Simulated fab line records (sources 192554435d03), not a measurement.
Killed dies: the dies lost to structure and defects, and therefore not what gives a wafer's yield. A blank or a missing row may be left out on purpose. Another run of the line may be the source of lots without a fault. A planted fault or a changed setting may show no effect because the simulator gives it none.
A struck lot beside a sound one	flow n5 finfet	15 steps out of a route of 1938
Sound: these wafers, L323.2, L323.3, L323.4. Struck: wafers L325.3, L325.6 (left out: L325.1, a lot-mate that was not struck); the cause follows at the end.
Order at every step that has rows: each side's tool, ch and its chambers, its first start. Under that, the readings that differ: sound wafers	struck wafers	difference of the means	sigmas: that difference in standard deviations of wafers without a fault.
alike: words and numbers the same on both sides, and readings whose means are apart by under 2 such deviations; not compared: readings that were withheld, readings missing a value for some wafer, numbers with overlapping values and no deviation given by the record, and bounds like >300 which may hide the same value.
A row with sigmas, a row that says differs or no value, or rows on one side alone: a step with any of these is where the two part. Numbers that don't overlap but have no deviation are shown without sigmas and don't part them. A reading that every wafer of one side lacks parts them only if that side has two wafers or more.

first, 8 steps without rows for these wafers: N5_BEOL_M11_COAT_59 (time 60 s, resist thk 100 nm); N5_BEOL_M11_COAT_60 (time 60 s, resist thk 30 nm); N5_BEOL_M11_COAT_05 (resist thk 90 nm); N5_BEOL_M11_EBR_07; N5_BEOL_M11_SOFTBAKE_06 (time 60 s); N5_BEOL_M11_EXPOSE_08 (exposes mask M11); N5_BEOL_M11_PEB_09 (peb time 60 s); N5_BEOL_M11_DEVELOP_10 (develop time 30 s).
N5_BEOL_M11_CD_MEAS_11 targets a cd of 64.1 nm.
  sound on cd sem-02 ch 0, day 14 07:37; struck on cd sem-03 ch 0, day 15 02:25
  alike: cd nm
N5_BEOL_M11_OVL_MEAS_12:
  sound on overlay-01 ch 0, day 14 07:39; struck on overlay-01 ch 0, day 15 02:26
  alike: M11_OVL
N5_BEOL_M11_INSPECT_13: inspects for defects (brightfield).
  sound on defect inspect-01 at day 14 07:40; struck on defect inspect-02 at day 15 02:28
  alike: raw defect count
N5_BEOL_M11_DESCUM_16: chemistry O2, time 7.9 s.
  sound on rie diel-02 ch 0,1,2, day 14 08:02; struck on rie diel-04 ch 0,1, day 15 02:30
  alike: drypump motor current A, oes product au, rf fwd power W, rf vpp V, showerhead plenum p Torr, throttle valve pct
  not compared: rf hours counter h
N5_BEOL_M11_ETCH_61: etches SiARC in CF4, target depth 39 nm, time 65 s.
  sound on rie diel-02 ch 0,1,2, day 14 08:04; struck on rie diel-04 ch 0,1, day 15 02:32
reading	sound	struck	difference	sigmas
etch rf on time s (s)	63.6 65.6 64.7	112.5 105.2	+44.2	+32
oes product au (a.u.)	0.71 0.64 0.62	0.52 0.50	-0.15	-2
rf fwd power W (W)	538.0 542.0 538.8	- -	no value on the struck wafers	
  alike: drypump motor current A, rf vpp V, showerhead plenum p Torr, throttle valve pct
  not compared: rf hours counter h
N5_BEOL_M11_ETCH_62: etches SOC in N2/H2, target depth 110 nm, overetch 22 nm, time 165 s.
  sound on rie diel-02 ch 0,1,2, day 14 08:07; struck on rie diel-04 ch 0,1, day 15 02:35
  alike: drypump motor current A, h2 flow sccm, oes product au, rf fwd power W, rf vpp V, showerhead plenum p Torr, throttle valve pct
  not compared: rf hours counter h
N5_PASSIVATION_PROBE_49:
  sound on prober-01 at day 16 08:00; struck on prober-01 at day 16 21:06
  alike: defect limited yield, killed_at_M0_to_M3, killed_at_M4_up, killed at contacts, killed at front end, killed at other, killed dies, killed on rim, killed open, killed short, sort_bin_4_leakage, sort_bin_5_function, sort_bin_6_memory, sort n pass, sort yield pct

## WHERE THEY PART
Only at N5_BEOL_M11_ETCH_61, as far as this record shows. Later steps at which nothing parts them and some readings are alike: N5_BEOL_M11_ETCH_62, N5_PASSIVATION_PROBE_49.

WHY: what the simulator had put in
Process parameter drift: rie diel-04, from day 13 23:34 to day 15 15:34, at N5_BEOL_M11_ETCH_61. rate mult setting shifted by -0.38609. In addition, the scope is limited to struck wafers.
